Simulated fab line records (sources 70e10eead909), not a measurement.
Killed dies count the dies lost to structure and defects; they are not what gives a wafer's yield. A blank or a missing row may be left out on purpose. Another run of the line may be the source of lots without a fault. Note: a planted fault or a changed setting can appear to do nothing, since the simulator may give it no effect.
Chamber matching + flow nand-harc + rie-diel-08 running NHARC_A_ZERO_WELL_DESCUM_12: 4 sister chambers
The step chemistry O2, time 3 s. 14 wafers are shown with their chamber, then 7 later ones without.

WAFERS, EACH WITH ITS CHAMBER
| wafer  | chamber | showerhead-plenum-p-Torr (Torr) | oes-product-au (a.u.) | chamber-pressure-mTorr (mTorr) |
|--------|---------|---------------------------------|-----------------------|--------------------------------|
| L958.2 | 3       | 2.01                            | 0.994                 | 59.97                          |
| L958.3 | 0       | 1.98                            | 1.004                 | 59.92                          |
| L958.6 | 1       | 1.90                            | 1.010                 | 60.07                          |
| L962.1 | 1       | 1.90                            | 1.003                 | 60.13                          |
| L962.3 | 0       | 1.98                            | 1.003                 | 60.01                          |
| L962.5 | 0       | 1.98                            | 0.997                 | 60.04                          |
| L966.2 | 2       | 1.86                            | 0.991                 | 60.07                          |
| L966.4 | 1       | 1.89                            | 1.000                 | 60.08                          |
| L966.5 | 1       | 1.90                            | 1.000                 | 60.06                          |
| L972.1 | 3       | 2.01                            | 0.996                 | 60.06                          |
| L972.2 | 0       | 1.98                            | 0.988                 | 60.00                          |
| L972.6 | 3       | 2.01                            | 0.992                 | 60.04                          |
| L973.1 | 2       | 1.85                            | 0.986                 | 60.08                          |
| L973.4 | 1       | 1.89                            | 1.006                 | 60.05                          |

SIGNATURES (averages over the wafers above)
| reading                  | chamber 0 | chamber 1 | chamber 2 | chamber 3 | scatter within a chamber |
|--------------------------|-----------|-----------|-----------|-----------|--------------------------|
| showerhead-plenum-p-Torr | 1.9800    | 1.8960    | 1.8550    | 2.0100    | 0.00412                  |
| oes-product-au           | 0.99800   | 1.00380   | 0.98850   | 0.99400   | 0.00505                  |
| chamber-pressure-mTorr   | 59.9925   | 60.0780   | 60.0750   | 60.0233   | 0.0403                   |
Rule: for each reading, subtract the chamber's mean from the wafer's reading, divide by that reading's scatter and square the result; add these up over the readings and take the root, which gives the wafer's distance from the chamber. If the next closest chamber is less than 2 further off than the closest, the wafer can't be placed; otherwise it belongs to the closest. The scatter: the root of (the sum of the squares of (reading less its chamber's mean) over the shown wafers, divided by (wafers less chambers)).

WAFERS WITHOUT THEIR CHAMBER
| wafer  | showerhead-plenum-p-Torr (Torr) | oes-product-au (a.u.) | chamber-pressure-mTorr (mTorr) |
|--------|---------------------------------|-----------------------|--------------------------------|
| L973.6 | 1.89                            | 1.006                 | 59.98                          |
| L975.2 | 2.00                            | 0.990                 | 59.92                          |
| L975.4 | 1.89                            | 1.003                 | 59.99                          |
| L975.5 | 1.98                            | 1.000                 | 60.00                          |
| L976.2 | 2.01                            | 0.992                 | 59.97                          |
| L976.4 | 1.85                            | 0.977                 | 60.13                          |
| L976.6 | 1.85                            | 0.975                 | 60.06                          |

CHAMBER TAKEN BY EACH
| wafer  | from the rows above     | in truth |
|--------|-------------------------|----------|
| L973.6 | 1                       | 1        |
| L975.2 | can't be placed: 3 or 0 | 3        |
| L975.4 | 1                       | 1        |
| L975.5 | 0                       | 0        |
| L976.2 | 3                       | 3        |
| L976.4 | 2                       | 2        |
| L976.6 | 2                       | 2        |
Placed correctly: 6 of 7. These rows do not allow placing 1 (true chamber among the candidates in 1). Wrongly placed: 0.
